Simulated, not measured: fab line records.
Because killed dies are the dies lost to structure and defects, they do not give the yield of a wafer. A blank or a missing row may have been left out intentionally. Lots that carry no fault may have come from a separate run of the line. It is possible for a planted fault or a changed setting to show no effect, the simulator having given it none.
Which tool is to blame? / flow n5-finfet / 24 wafers from 9 lots sampled at 4 of the route's 1938 steps

WHAT THE GAUGES SHOWED, per wafer
N5_BEOL_M3_OCD_MEAS_38.
lot=L847; measured=day 9 21:19; on=ocd-01; trench-depth-nm (nm)=55.0 56.6 57.5
lot=L854; measured=day 10 18:59; on=ocd-02; trench-depth-nm (nm)=55.2 56.5 54.9
lot=L857; measured=day 11 06:00; on=ocd-01; trench-depth-nm (nm)=55.5 55.2 55.5
lot=L858; measured=day 11 14:33; on=ocd-01; trench-depth-nm (nm)=56.3 55.7 56.3
lot=L859; measured=day 12 23:05; on=ocd-02; trench-depth-nm (nm)=56.0 55.1 55.0
lot=L860; measured=day 12 14:23; on=ocd-01; trench-depth-nm (nm)=55.5 56.4 55.4
lot=L863; measured=day 13 08:37; on=ocd-02; trench-depth-nm (nm)=47.3 55.1
lot=L869; measured=day 14 04:41; on=ocd-01; trench-depth-nm (nm)=46.2 56.4
lot=L868; measured=day 14 23:39; on=ocd-01; trench-depth-nm (nm)=46.5 54.9

WHAT TOOL EACH LOT RAN ON (gives the tool, then ch and the chambers of the sampled wafers, and finally the start)
lot=L847; N5_BEOL_M3_VIA_ETCH_34=rie-diel-01 ch 1,2, day 9 21:03; N5_BEOL_M3_TRENCH_ETCH_37=rie-diel-01 ch 1,2, day 9 21:09; N5_BEOL_M3_ETCH_41=rie-diel-01 ch 1,2, day 9 21:19 or earlier
lot=L854; N5_BEOL_M3_VIA_ETCH_34=rie-diel-01 ch 0,1,2, day 10 18:44; N5_BEOL_M3_TRENCH_ETCH_37=rie-diel-01 ch 0,1,2, day 10 18:50; N5_BEOL_M3_ETCH_41=rie-diel-01 ch 0,1,2, day 10 18:59 or earlier
lot=L857; N5_BEOL_M3_VIA_ETCH_34=rie-diel-06 ch 2,3, day 11 05:44; N5_BEOL_M3_TRENCH_ETCH_37=rie-diel-06 ch 2,3, day 11 05:50; N5_BEOL_M3_ETCH_41=rie-diel-06 ch 2,3, day 11 06:00 or earlier
lot=L858; N5_BEOL_M3_VIA_ETCH_34=rie-diel-01 ch 1,3, day 11 14:18; N5_BEOL_M3_TRENCH_ETCH_37=rie-diel-01 ch 1,3, day 11 14:24; N5_BEOL_M3_ETCH_41=rie-diel-01 ch 1,3, day 11 14:33 or earlier
lot=L859; N5_BEOL_M3_VIA_ETCH_34=rie-diel-06 ch 0,2,3, day 12 22:50; N5_BEOL_M3_TRENCH_ETCH_37=rie-diel-06 ch 0,2,3, day 12 22:56; N5_BEOL_M3_ETCH_41=rie-diel-06 ch 0,2,3, day 12 23:05 or earlier
lot=L860; N5_BEOL_M3_VIA_ETCH_34=rie-diel-01 ch 1,2,3, day 12 14:08; N5_BEOL_M3_TRENCH_ETCH_37=rie-diel-01 ch 1,2,3, day 12 14:14; N5_BEOL_M3_ETCH_41=rie-diel-01 ch 1,2,3, day 12 14:23 or earlier
lot=L863; N5_BEOL_M3_VIA_ETCH_34=rie-diel-01 ch 2,3, day 13 08:22; N5_BEOL_M3_TRENCH_ETCH_37=rie-diel-01 ch 2,3, day 13 08:28; N5_BEOL_M3_ETCH_41=rie-diel-01 ch 2,3, day 13 08:37 or earlier
lot=L869; N5_BEOL_M3_VIA_ETCH_34=rie-diel-01 ch 0, day 14 04:26; N5_BEOL_M3_TRENCH_ETCH_37=rie-diel-01 ch 0, day 14 04:32; N5_BEOL_M3_ETCH_41=rie-diel-01 ch 0, day 14 04:41 or earlier
lot=L868; N5_BEOL_M3_VIA_ETCH_34=rie-diel-01 ch 0,1, day 14 23:24; N5_BEOL_M3_TRENCH_ETCH_37=rie-diel-01 ch 0,1, day 14 23:30; N5_BEOL_M3_ETCH_41=rie-diel-01 ch 0,1, day 14 23:39 or earlier
- N5_BEOL_M3_VIA_ETCH_34: etches the open film in C4F6/O2, target depth 69.4 nm, time 65.9 s.
- N5_BEOL_M3_TRENCH_ETCH_37: etches SiOC in C4F6/O2, target depth 55.555 nm, time 29.2 s.
- N5_BEOL_M3_ETCH_41: etches SiCN in CH3F/O2, target depth 29.9 nm, time 52.5 s.

THE ANSWER, worked out from the rows above alone
Rule: the usual values come from the lots themselves. The widest of any qualifying gaps counts: lots, ordered by their means at a reading, are off when they make up no more than a third of the lots, leave a main group of 4 or more, and stand apart from it by 3 or more times the standard deviation of that group's means. The tables above print the reading to a certain number of digits; a main group whose means all agree to those digits is not used. Also off: a lot with no number at a reading for which 4 or more lots have one. Where the step has rows for the other lots, those lots are counted as sound.
Off: L863, L869, L868 (N5_BEOL_M3_OCD_MEAS_38, trench-depth-nm). The main group: mean 55.8 nm, standard deviation 0.37.
If a tool, at a process step before that reading, ran all the lots that are off and no sound lot after the first of them, it fits. Those tools and the gauges at N5_BEOL_M3_OCD_MEAS_38 are tried in the same way. Because N5_BEOL_M3_ETCH_41 lacks a start for some lots, the hours and order of its lots are taken from N5_BEOL_M3_OCD_MEAS_38. One candidate fits, namely rie-diel-01 at N5_BEOL_M3_VIA_ETCH_34 and N5_BEOL_M3_TRENCH_ETCH_37 and N5_BEOL_M3_ETCH_41. At N5_BEOL_M3_VIA_ETCH_34 its last sound lot is L860 (day 12 14:08), its first lot that is off L863 (day 13 08:22): a fault that began between those two fits.

WHAT THE SIMULATOR HAD PUT IN
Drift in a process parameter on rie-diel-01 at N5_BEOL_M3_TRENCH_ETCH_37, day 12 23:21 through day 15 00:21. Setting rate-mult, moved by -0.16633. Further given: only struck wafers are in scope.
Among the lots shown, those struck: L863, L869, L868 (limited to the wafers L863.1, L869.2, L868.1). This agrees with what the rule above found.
